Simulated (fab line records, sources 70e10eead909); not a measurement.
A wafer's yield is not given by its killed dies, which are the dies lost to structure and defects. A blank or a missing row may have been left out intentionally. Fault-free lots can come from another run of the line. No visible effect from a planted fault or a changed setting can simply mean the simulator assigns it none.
Chamber matching    flow nand harc    rie diel-12 running NHARC_P_GATE_DESCUM_31: 4 sister chambers
The step chemistry O2, time 3 s. 4 wafers are shown with their chamber, then 12 later ones without.

WAFERS PAIRED WITH THEIR CHAMBERS
wafer   chamber  showerhead plenum p Torr (Torr)
L084.6  1        1.89
L089.3  2        1.93
L089.4  0        1.90
L089.5  3        1.79

WAFERS WITH NO CHAMBER GIVEN
wafer   showerhead plenum p Torr (Torr)
L090.1  1.93
L090.3  1.88
L090.5  1.79
L091.1  1.93
L091.3  1.79
L091.6  1.93
L095.4  1.88
L095.5  1.93
L095.6  1.79
L096.1  1.93
L096.2  1.90
L096.5  1.90

WHICH CHAMBER EACH WENT THROUGH
wafer   from the rows above  in truth
L090.1  2                    2
L090.3  1                    1
L090.5  3                    3
L091.1  2                    2
L091.3  3                    3
L091.6  2                    2
L095.4  1                    1
L095.5  2                    2
L095.6  3                    3
L096.1  2                    2
L096.2  0                    0
L096.5  0                    0
Correct placement for 12 of the 12. Left unplaced by these rows: 0. Number placed wrongly: 0.
How it was worked out, from the rows above alone: a wafer's distance from a chamber is the root of the sum, over the readings, of the square of ((its reading less the chamber's mean) divided by the reading's scatter). If the next closest chamber is less than 2 further off than the closest, the wafer can't be placed; otherwise it belongs to the closest. A chamber's mean is the mean of its shown wafers. The scatter: with one shown wafer a chamber, the root of the mean of the squares of how far each hidden wafer lies from its nearest shown one.
